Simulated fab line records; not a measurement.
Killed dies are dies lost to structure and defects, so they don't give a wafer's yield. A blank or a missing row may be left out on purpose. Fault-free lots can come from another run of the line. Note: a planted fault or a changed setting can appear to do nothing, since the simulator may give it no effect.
Which tool was responsible? + flow nandHarc + Sampling: 24 lots, 72 wafers, 4 of 1159 route steps

## WHAT EACH GAUGE READ, for each wafer
NHARC_P_M2_CD_MEAS_09: target cd 170 nm. Usual: cdNm at 169.8 nm, with a standard deviation of 0.77.
| lot  | measured     | on       | cdNm (nm)         | flag |
|------|--------------|----------|-------------------|------|
| L074 | day 5 23:16  | cdSem-03 | 169.1 168.5 168.2 |      |
| L075 | day 6 13:08  | cdSem-01 | 171.3 170.3 170.0 |      |
| L076 | day 6 13:41  | cdSem-03 | 168.8 168.9 169.7 |      |
| L077 | day 6 14:48  | cdSem-01 | 170.9 170.0 170.9 |      |
| L078 | day 7 00:49  | cdSem-03 | 169.9 169.0 168.7 |      |
| L079 | day 7 01:23  | cdSem-02 | 168.6 169.9 169.8 |      |
| L080 | day 7 18:34  | cdSem-01 | 171.0 171.2 170.4 |      |
| L081 | day 7 19:53  | cdSem-01 | 170.4 169.8 171.3 |      |
| L082 | day 8 03:41  | cdSem-01 | 168.8 169.1 170.1 |      |
| L083 | day 8 21:40  | cdSem-01 | 169.2 168.5 169.6 |      |
| L085 | day 9 05:50  | cdSem-02 | 170.4 169.5 171.2 |      |
| L084 | day 9 10:59  | cdSem-02 | 171.0 170.9 169.6 |      |
| L088 | day 9 11:37  | cdSem-01 | 169.3 170.0 169.5 |      |
| L086 | day 9 13:12  | cdSem-02 | 170.9 169.8 169.8 |      |
| L087 | day 9 18:01  | cdSem-02 | 170.6 170.0 169.4 |      |
| L089 | day 10 03:31 | cdSem-02 | 170.0 170.1 168.8 |      |
| L090 | day 10 04:34 | cdSem-01 | 170.5 170.1 170.4 |      |
| L091 | day 10 09:49 | cdSem-03 | 170.0 170.5 170.4 |      |
| L093 | day 10 12:37 | cdSem-01 | 169.1 168.9 169.9 |      |
| L092 | day 10 14:44 | cdSem-02 | 170.5 170.0 168.8 |      |
| L095 | day 11 12:38 | cdSem-03 | 168.9 169.6 169.5 |      |
| L094 | day 11 13:23 | cdSem-01 | 170.1 170.7 170.4 |      |
| L097 | day 11 15:47 | cdSem-03 | 169.6 169.7 168.8 |      |
| L096 | day 11 16:24 | cdSem-03 | 170.1 169.4 169.5 |      |

## WHAT TOOL EACH LOT RAN ON (gives the tool, then ch and the chambers of the sampled wafers, and finally the start)
| lot  | NHARC_P_CONTACT_DEP_00                     | NHARC_P_CONTACT_CVD_23                  | NHARC_P_M1_DEP_33               |
|------|--------------------------------------------|-----------------------------------------|---------------------------------|
| L074 | pecvd-04 ch 0,1,2, day 5 22:02 or earlier  | cvdW-02 ch 1, day 5 22:02 or earlier    | pecvd-02 ch 0,2, day 5 22:02    |
| L075 | pecvd-04 ch 0,1, day 6 11:55 or earlier    | cvdW-02 ch 1, day 6 11:55 or earlier    | pecvd-03 ch 0,1,2, day 6 11:55  |
| L076 | pecvd-01 ch 1,2, day 6 12:37 or earlier    | cvdW-02 ch 0,1, day 6 12:37 or earlier  | pecvd-02 ch 0,1, day 6 12:37    |
| L077 | pecvd-01 ch 0,1,2, day 6 13:35 or earlier  | cvdW-02 ch 0,1, day 6 13:35 or earlier  | pecvd-02 ch 1,2, day 6 13:35    |
| L078 | pecvd-01 ch 0,2, day 6 23:34 or earlier    | cvdW-02 ch 1, day 6 23:34 or earlier    | pecvd-02 ch 0,1,2, day 6 23:34  |
| L079 | pecvd-02 ch 0,1,2, day 7 00:09 or earlier  | cvdW-02 ch 0,1, day 7 00:09 or earlier  | pecvd-01 ch 0,2, day 7 00:09    |
| L080 | pecvd-04 ch 0,1,2, day 7 17:23 or earlier  | cvdW-02 ch 0,1, day 7 17:23 or earlier  | pecvd-03 ch 1,2, day 7 17:23    |
| L081 | pecvd-01 ch 0,1, day 7 18:21 or earlier    | cvdW-01 ch 0,1, day 7 18:21 or earlier  | pecvd-03 ch 0,2, day 7 18:21    |
| L082 | pecvd-04 ch 0,1,2, day 8 02:37 or earlier  | cvdW-01 ch 0,1, day 8 02:37 or earlier  | pecvd-03 ch 1,2, day 8 02:37    |
| L083 | pecvd-01 ch 0,1,2, day 8 20:31 or earlier  | cvdW-02 ch 0,1, day 8 20:31 or earlier  | pecvd-01 ch 0,2, day 8 20:31    |
| L085 | pecvd-02 ch 0,1,2, day 9 04:34 or earlier  | cvdW-01 ch 0,1, day 9 04:34 or earlier  | pecvd-03 ch 1,2, day 9 04:34    |
| L084 | pecvd-02 ch 0,2, day 9 09:53 or earlier    | cvdW-02 ch 0,1, day 9 09:53 or earlier  | pecvd-03 ch 1,2, day 9 09:53    |
| L088 | pecvd-01 ch 0,1,2, day 9 10:22 or earlier  | cvdW-02 ch 0,1, day 9 10:22 or earlier  | pecvd-02 ch 0,1,2, day 9 10:22  |
| L086 | pecvd-02 ch 0,1, day 9 12:08 or earlier    | cvdW-02 ch 0,1, day 9 12:08 or earlier  | pecvd-03 ch 0,1, day 9 12:08    |
| L087 | pecvd-01 ch 0,1,2, day 9 16:55 or earlier  | cvdW-01 ch 0,1, day 9 16:55 or earlier  | pecvd-02 ch 0,1,2, day 9 16:55  |
| L089 | pecvd-01 ch 0,1, day 10 02:30 or earlier   | cvdW-01 ch 0,1, day 10 02:30 or earlier | pecvd-02 ch 1,2, day 10 02:30   |
| L090 | pecvd-01 ch 0,2, day 10 03:31 or earlier   | cvdW-01 ch 0,1, day 10 03:31 or earlier | pecvd-03 ch 0,2, day 10 03:31   |
| L091 | pecvd-01 ch 0,1,2, day 10 08:34 or earlier | cvdW-02 ch 0,1, day 10 08:34 or earlier | pecvd-03 ch 0,1,2, day 10 08:34 |
| L093 | pecvd-01 ch 1,2, day 10 11:22 or earlier   | cvdW-02 ch 0,1, day 10 11:22 or earlier | pecvd-03 ch 0,1, day 10 11:22   |
| L092 | pecvd-02 ch 0,2, day 10 13:31 or earlier   | cvdW-02 ch 0,1, day 10 13:31 or earlier | pecvd-01 ch 0,1,2, day 10 13:31 |
| L095 | pecvd-02 ch 0,1,2, day 11 11:25 or earlier | cvdW-02 ch 0,1, day 11 11:25 or earlier | pecvd-02 ch 0,1, day 11 11:25   |
| L094 | pecvd-02 ch 0,2, day 11 12:19 or earlier   | cvdW-01 ch 0,1, day 11 12:19 or earlier | pecvd-03 ch 0,1, day 11 12:19   |
| L097 | pecvd-02 ch 1,2, day 11 14:32 or earlier   | cvdW-02 ch 0,1, day 11 14:32 or earlier | pecvd-03 ch 0,1, day 11 14:32   |
| L096 | pecvd-02 ch 0,1, day 11 15:09 or earlier   | cvdW-01 ch 0,1, day 11 15:09 or earlier | pecvd-03 ch 0,1, day 11 15:09   |
- NHARC_P_CONTACT_DEP_00: deposits SiO2, target thk 500 nm.
- NHARC_P_CONTACT_CVD_23: deposits W, target thk 200 nm, time 557 s.
- NHARC_P_M1_DEP_33: deposits SiCN, target thk 30 nm.

## WHAT THE TOOLS THEMSELVES READ (means of the sampled wafers that have a number; where no wafer has one, the mark that the record gives instead)
NHARC_P_CONTACT_DEP_00. Usual: heaterPowerW 533 W, standard deviation 94; throttleValvePct 15.4 %, standard deviation 0.4.
| lot  | tool     | heaterPowerW (W) | throttleValvePct (%) | flag |
|------|----------|------------------|----------------------|------|
| L074 | pecvd-04 | 583              | 15.6                 |      |
| L075 | pecvd-04 | 611              | 15.4                 |      |
| L076 | pecvd-01 | 563              | 14.9                 |      |
| L077 | pecvd-01 | 633              | 15.0                 |      |
| L078 | pecvd-01 | 552              | 15.0                 |      |
| L079 | pecvd-02 | 470              | 15.6                 |      |
| L080 | pecvd-04 | 593              | 15.5                 |      |
| L081 | pecvd-01 | 629              | 15.3                 |      |
| L082 | pecvd-04 | 564              | 15.3                 |      |
| L083 | pecvd-01 | 630              | 15.2                 |      |
| L085 | pecvd-02 | 437              | 15.5                 |      |
| L084 | pecvd-02 | 510              | 15.7                 |      |
| L088 | pecvd-01 | 561              | 15.1                 |      |
| L086 | pecvd-02 | 465              | 15.4                 |      |
| L087 | pecvd-01 | 580              | 15.3                 |      |
| L089 | pecvd-01 | 573              | 15.3                 |      |
| L090 | pecvd-01 | 639              | 15.3                 |      |
| L091 | pecvd-01 | 612              | 15.1                 |      |
| L093 | pecvd-01 | 495              | 15.2                 |      |
| L092 | pecvd-02 | 454              | 15.8                 |      |
| L095 | pecvd-02 | 472              | 15.6                 |      |
| L094 | pecvd-02 | 505              | 15.8                 |      |
| L097 | pecvd-02 | 474              | 15.6                 |      |
| L096 | pecvd-02 | 444              | 15.1                 |      |

NHARC_P_CONTACT_CVD_23. Usual: heaterPowerW 427 W, standard deviation 26; mfcH2Sccm 1601 sccm, standard deviation 4.8; throttleValvePct 8.11 %, standard deviation 0.26.
| lot  | tool    | heaterPowerW (W) | mfcH2Sccm (sccm) | throttleValvePct (%) | flag |
|------|---------|------------------|------------------|----------------------|------|
| L074 | cvdW-02 | 399              | 1601             | 8.09                 |      |
| L075 | cvdW-02 | 395              | 1604             | 8.10                 |      |
| L076 | cvdW-02 | 431              | 1600             | 8.04                 |      |
| L077 | cvdW-02 | 436              | 1605             | 8.27                 |      |
| L078 | cvdW-02 | 396              | 1599             | 8.19                 |      |
| L079 | cvdW-02 | 447              | 1597             | 8.24                 |      |
| L080 | cvdW-02 | 438              | 1595             | 8.35                 |      |
| L081 | cvdW-01 | 434              | 1598             | 7.71                 |      |
| L082 | cvdW-01 | 436              | 1601             | 8.11                 |      |
| L083 | cvdW-02 | 417              | 1598             | 8.20                 |      |
| L085 | cvdW-01 | 437              | 1603             | 7.80                 |      |
| L084 | cvdW-02 | 436              | 1598             | 8.22                 |      |
| L088 | cvdW-02 | 440              | 1602             | 8.32                 |      |
| L086 | cvdW-02 | 414              | 1607             | 8.11                 |      |
| L087 | cvdW-01 | 433              | 1601             | 7.68                 |      |
| L089 | cvdW-01 | 436              | 1601             | 8.01                 |      |
| L090 | cvdW-01 | 440              | 1604             | 7.94                 |      |
| L091 | cvdW-02 | 408              | 1605             | 8.18                 |      |
| L093 | cvdW-02 | 420              | 1605             | 8.25                 |      |
| L092 | cvdW-02 | 419              | 1607             | 8.26                 |      |
| L095 | cvdW-02 | 413              | 1600             | 8.16                 |      |
| L094 | cvdW-01 | 439              | 1604             | 8.05                 |      |
| L097 | cvdW-02 | 419              | 1600             | 8.10                 |      |
| L096 | cvdW-01 | 439              | 1605             | 8.21                 |      |

NHARC_P_M1_DEP_33. Usual: heaterPowerW at 569 W, with a standard deviation of 74.
| lot  | tool     | heaterPowerW (W) | flag |
|------|----------|------------------|------|
| L074 | pecvd-02 | 539              |      |
| L075 | pecvd-03 | 598              |      |
| L076 | pecvd-02 | 433              |      |
| L077 | pecvd-02 | 479              |      |
| L078 | pecvd-02 | 516              |      |
| L079 | pecvd-01 | 645              |      |
| L080 | pecvd-03 | 622              |      |
| L081 | pecvd-03 | 634              |      |
| L082 | pecvd-03 | 618              |      |
| L083 | pecvd-01 | 666              |      |
| L085 | pecvd-03 | 588              |      |
| L084 | pecvd-03 | 620              |      |
| L088 | pecvd-02 | 487              |      |
| L086 | pecvd-03 | 596              |      |
| L087 | pecvd-02 | 522              |      |
| L089 | pecvd-02 | 470              |      |
| L090 | pecvd-03 | 636              |      |
| L091 | pecvd-03 | 628              |      |
| L093 | pecvd-03 | 583              |      |
| L092 | pecvd-01 | 609              |      |
| L095 | pecvd-02 | 478              |      |
| L094 | pecvd-03 | 601              |      |
| L097 | pecvd-03 | 615              |      |
| L096 | pecvd-03 | 624              |      |

## THE ANSWER, worked out from the rows above alone
Rule: a lot is off if the mean of its wafers that have a number lies more than 3 standard deviations from the usual mean. A lot without any number at a reading at which 4 lots or more have one is off too. All remaining lots with rows at the step are treated as sound. After the gauges, taken in route order, come the tools' own readings; for these a lot's mean is taken, as printed above. At the first step where some lot is off, the reading lying furthest off is the one used; lots without a number count as furthest.
No lot is off at any reading shown: from this, nothing can be told.

## WHAT THE SIMULATOR HAD PUT IN
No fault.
